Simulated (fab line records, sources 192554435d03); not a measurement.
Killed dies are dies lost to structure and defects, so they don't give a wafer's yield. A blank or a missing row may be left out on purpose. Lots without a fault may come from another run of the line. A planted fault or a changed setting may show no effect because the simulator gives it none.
fab line records | flow n5_finfet | part 2 of 2: steps 28 to 35 of 35
record lots=5 wafers=15 last_day=17
route steps=1938 shown BEOL_M14@1754 BEOL_M15@1773
lots that met no fault: from a run of the same line without faults
start_h: hours from the record's first day to the start of the lot's first wafer shown | wait_h: hours since the lot's step before | " the same as in the row above | L1.1+2: a row that stands for several wafers | - no value, or no start given | * or withheld: withheld | < > ~ a bound
route shown NAME@n: a module of which the file shows steps, and the number in the route of the first | usual: mean/standard deviation of fault-free wafers | same: alike in all rows | chamber/n: place in a boat | sites: the reading at each site | _std_site: their standard deviation | _edge_site: outer sites' mean less inner sites' | radius_mm: how far each site lies from the wafer's centre | mask NAME#n: copy n | behind: the tool/chamber that last shaped the wafer | hold: why the lot was held/for how many hours/how that ended | device: the transistor (n, p or np) that didn't switch | end of line: the same wafers' tests at the end of the route | a step without rows: its recipe alone | killed: dies lost to structure and defects at the first sort, not the wafer's yield | map: a wafer's dies, x killed, . not, _ none there
set.NAME: the setting as run; set.NAME@STEP: as run at that earlier step | model.NAME: the simulator's own value behind a step, which no gauge read
lots at some steps of the route; a table a step, a row a wafer
services: from which hour (start_h, from the record's first day; less than 0 if before it) a tool's chamber was out of use, for how many hours, and why
## steps
# step N5_BEOL_M15_DEVELOP_09
# recipe develop_time_s=45 rinse_liquid=diw dry=air_spin dev_temp_c=21
# columns lot.wafer tool chamber start_h wait_h
L074.1+2+6 litho_track-03 0 - -
L078.1+4+5 litho_track-05 0 - -
L086.2+3+5 litho_track-03 0 - -
L084.1+3+5 litho_track-05 0 - -
L095.1+3+6 litho_track-04 0 - -
# step N5_BEOL_M15_HARDBAKE_14
# recipe temp_c=130 time_s=120
# columns lot.wafer tool chamber start_h wait_h
L074.1+2+6 litho_track-03 0 - -
L078.1+4+5 litho_track-05 0 - -
L086.2+3+5 litho_track-03 0 - -
L084.1+3+5 litho_track-05 0 - -
L095.1+3+6 litho_track-04 0 - -
# step N5_BEOL_M15_CD_MEAS_10
# recipe target_cd_nm=360 landing_energy_ev=500 detector=se_inlens polarity=opening
# usual cd_nm=360.2/1.6
# same landing_energy_ev=500
# columns lot.wafer tool chamber start_h wait_h cd_nm
L074.1 cd_sem-01 0 282.95 - 361.8
L074.2 " 0 " " 360.9
L074.6 " 0 " " 357.4
L078.1 cd_sem-01 0 296.48 - 357.9
L078.4 " 0 " " 359.4
L078.5 " 0 " " 360.9
L086.2 cd_sem-03 0 341.05 - 358.6
L086.3 " 0 " " 357.8
L086.5 " 0 " " 362.0
L084.1 cd_sem-01 0 342.43 - 360.6
L084.3 " 0 " " 361.3
L084.5 " 0 " " 360.0
L095.1 cd_sem-01 0 395.82 - 360.4
L095.3 " 0 " " 359.0
L095.6 " 0 " " 360.5
# step N5_BEOL_M15_OVL_MEAS_11
# recipe points_per_wafer=44
# usual V14_OVL=5/5.8
# same points_per_wafer=44
# columns lot.wafer tool chamber start_h wait_h V14_OVL[nm]
L074.1 overlay-01 0 282.99 0.0 12
L074.2 " 0 " " 3
L074.6 " 0 " " 0
L078.1 overlay-01 0 296.51 0.0 -11
L078.4 " 0 " " -1
L078.5 " 0 " " -1
L086.2 overlay-02 0 341.08 0.0 4
L086.3 " 0 " " 6
L086.5 " 0 " " -3
L084.1 overlay-02 0 342.46 0.0 12
L084.3 " 0 " " 13
L084.5 " 0 " " 16
L095.1 overlay-01 0 395.85 0.0 2
L095.3 " 0 " " 0
L095.6 " 0 " " 0
# step N5_BEOL_M15_INSPECT_12
# recipe mode=adi inspect_instrument=macro
# usual raw_defect_count=2.1/1.4
# columns lot.wafer tool chamber start_h wait_h raw_defect_count
L074.1 defect_inspect-01 - 283.01 0.0 2
L074.2 " - " " 5
L074.6 " - " " 2
L078.1 defect_inspect-02 - 296.53 0.0 2
L078.4 " - " " 2
L078.5 " - " " 0
L086.2 defect_inspect-02 - 341.10 0.0 2
L086.3 " - " " 3
L086.5 " - " " 3
L084.1 defect_inspect-02 - 342.49 0.0 5
L084.3 " - " " 4
L084.5 " - " " 4
L095.1 defect_inspect-01 - 395.87 0.0 2
L095.3 " - " " 4
L095.6 " - " " 2
# step N5_BEOL_M15_DESCUM_15
# recipe chemistry=O2 time_s=7.9 source_power_w=50 bias_power_w=20 pressure_mtorr=20 rf_frequency_hz=2.712e+07 temp_c=40 o2_flow_sccm=225
# usual drypump_motor_current_A=5.6/0.43 oes_product_au=0.81/0.081 rf_vpp_V=242.4/1.4 showerhead_plenum_p_Torr=2.04/0.077 throttle_valve_pct=20.41/0.26
# columns lot.wafer tool chamber start_h wait_h drypump_motor_current_A oes_product_au rf_hours_counter_h rf_vpp_V showerhead_plenum_p_Torr throttle_valve_pct
L074.1 rie_diel-02 3 283.29 0.3 5.4 0.71 193 244.8 2.09 20.56
L074.2 " 0 " " 5.0 0.75 180 240.8 1.92 20.60
L074.6 " 1 " " 5.2 0.86 - 242.2 2.04 20.11
L078.1 rie_diel-04 1 296.57 0.0 6.2 0.77 132 243.8 2.08 20.26
L078.4 " 3 " " 6.0 0.89 40 244.3 2.05 20.38
L078.5 " 1 " " 6.2 0.77 - 244.2 2.08 20.26
L086.2 rie_diel-04 2 341.14 0.0 5.5 0.89 43 243.9 2.16 20.53
L086.3 " 1 " " 6.2 0.76 147 242.4 2.07 20.28
L086.5 " 0 " " 6.3 0.75 - 241.1 1.92 20.62
L084.1 rie_diel-04 2 342.52 0.0 5.5 0.87 44 244.3 2.16 20.54
L084.3 " 3 " " 6.0 0.86 55 242.4 2.04 20.42
L084.5 " 2 " " 5.5 0.87 - 244.9 2.16 20.55
L095.1 rie_diel-02 1 395.91 0.0 5.2 0.82 90 242.2 2.03 20.13
L095.3 " 0 " " 5.0 0.73 212 238.8 1.91 20.65
L095.6 " 1 " " 5.2 0.81 - 241.7 2.03 20.14
# step N5_BEOL_M15_ETCH_59
# recipe chemistry=N2/H2 target=BARC target_depth_a=890 overetch_a=267 time_s=67.9 ion_energy_ev=200 pressure_mtorr=30 source_w=840 bias_w=150 n2_flow_sccm=200 h2_flow_sccm=200
# usual drypump_motor_current_A=5.6/0.43 oes_product_au=0.69/0.065 rf_vpp_V=522.1/2.7 showerhead_plenum_p_Torr=2.48/0.088 throttle_valve_pct=17.86/0.21
# columns lot.wafer tool chamber start_h wait_h drypump_motor_current_A oes_product_au rf_hours_counter_h rf_vpp_V showerhead_plenum_p_Torr throttle_valve_pct
L074.1 rie_diel-02 3 283.32 0.0 5.5 0.61 193 523.9 2.52 17.89
L074.2 " 0 " " 5.0 0.65 180 517.9 2.35 18.10
L074.6 " 1 " " 5.2 0.72 - 522.0 2.48 17.64
L078.1 rie_diel-04 1 296.60 0.0 6.2 0.66 132 525.3 2.56 17.86
L078.4 " 3 " " 6.0 0.76 40 521.3 2.48 17.69
L078.5 " 1 " " 6.2 0.65 - 522.3 2.56 17.86
L086.2 rie_diel-04 2 341.17 0.0 5.5 0.74 43 526.5 2.58 17.74
L086.3 " 1 " " 6.2 0.64 147 524.5 2.55 17.89
L086.5 " 0 " " 6.4 0.63 - 517.1 2.32 18.00
L084.1 rie_diel-04 2 342.55 0.0 5.5 0.74 44 525.9 2.58 17.74
L084.3 " 3 " " 6.0 0.73 55 524.7 2.47 17.73
L084.5 " 2 " " 5.5 0.73 - 524.3 2.58 17.74
L095.1 rie_diel-02 1 395.94 0.0 5.2 0.69 90 522.2 2.46 17.70
L095.3 " 0 " " 5.0 0.63 212 516.9 2.33 18.17
L095.6 " 1 " " 5.2 0.68 - 521.9 2.46 17.70
# step N5_BEOL_M15_VIA_ETCH_16
# recipe chemistry=C4F8/O2/Ar target=SiO2 he_inner_torr=15 he_outer_torr=30 target_depth_a=17922 time_s=withheld ion_energy_ev=800 pressure_mtorr=20 source_w=1905 bias_w=2040 Ar_flow_sccm=400 C4F8_flow_sccm=16 O2_flow_sccm=12 ends=cleared
# usual drypump_motor_current_A=5.6/0.43 he_outer_torr=30.00/0.059 oes_product_au=0.73/0.072 rf_vpp_V=2209/37 showerhead_plenum_p_Torr=3.37/0.11 throttle_valve_pct=30.90/0.23
# columns lot.wafer tool chamber start_h wait_h drypump_motor_current_A he_outer_torr oes_product_au rf_vpp_V showerhead_plenum_p_Torr throttle_valve_pct
L074.1 rie_diel-02 3 283.37 0.0 5.5 30.01 0.65 2285 3.41 30.89
L074.2 " 0 " " 5.0 29.99 0.69 2172 3.18 31.10
L074.6 " 1 " " 5.2 29.97 0.78 2191 3.36 30.54
L078.1 rie_diel-04 1 296.65 0.0 6.2 30.06 0.70 2191 3.45 30.85
L078.4 " 3 " " 6.1 30.01 0.80 2214 3.37 30.87
L078.5 " 1 " " 6.2 29.97 0.70 2189 3.45 30.84
L086.2 rie_diel-04 2 341.22 0.0 5.5 29.95 0.79 2186 3.50 30.90
L086.3 " 1 " " 6.2 29.97 0.69 2191 3.44 30.87
L086.5 " 0 " " 6.4 30.05 0.67 2240 3.20 31.28
L084.1 rie_diel-04 2 342.61 0.0 5.5 29.90 0.78 2188 3.50 30.89
L084.3 " 3 " " 6.1 29.96 0.78 2214 3.36 30.91
L084.5 " 2 " " 5.5 30.02 0.79 2186 3.50 30.88
L095.1 rie_diel-02 1 396.00 0.0 5.2 30.01 0.72 2188 3.34 30.56
L095.3 " 0 " " 5.0 30.02 0.66 2171 3.16 31.12
L095.6 " 1 " " 5.2 29.97 0.73 2188 3.34 30.55
## services
# columns tool chamber start_h hours kind
cmp-01 - 257.31 0.7 repair
pecvd-01 - 258.95 5.1 repair
rie_diel-02 0 259.82 6.2 repair
rie_diel-01 3 263.49 2.6 repair
krf_scanner-01 - 272.00 0.8 pm
wet_bench-01 - 274.09 0.5 repair
rie_diel-04 2 277.56 5.6 repair
pecvd-04 1 287.77 1.9 repair
cmp-01 - 290.15 2.1 repair
rie_diel-05 - 290.15 2.6 repair
krf_scanner-01 - 291.20 0.6 repair
krf_scanner-01 - 300.56 1.0 pm
rie_diel-06 0 300.58 5.8 repair
cmp-01 - 302.33 2.1 repair
wet_bench-05 - 309.36 0.7 repair
krf_scanner-01 - 311.61 1.3 pm
krf_scanner-01 - 320.53 0.3 repair
pecvd-04 - 326.25 2.8 pm
cmp-01 - 326.75 4.6 pm
pecvd-04 2 329.76 6.5 repair
rie_diel-06 - 348.84 2.8 pm
rie_diel-05 0 350.53 25.4 repair
wet_bench-05 - 358.11 1.9 pm
pecvd-01 - 368.41 6.8 repair
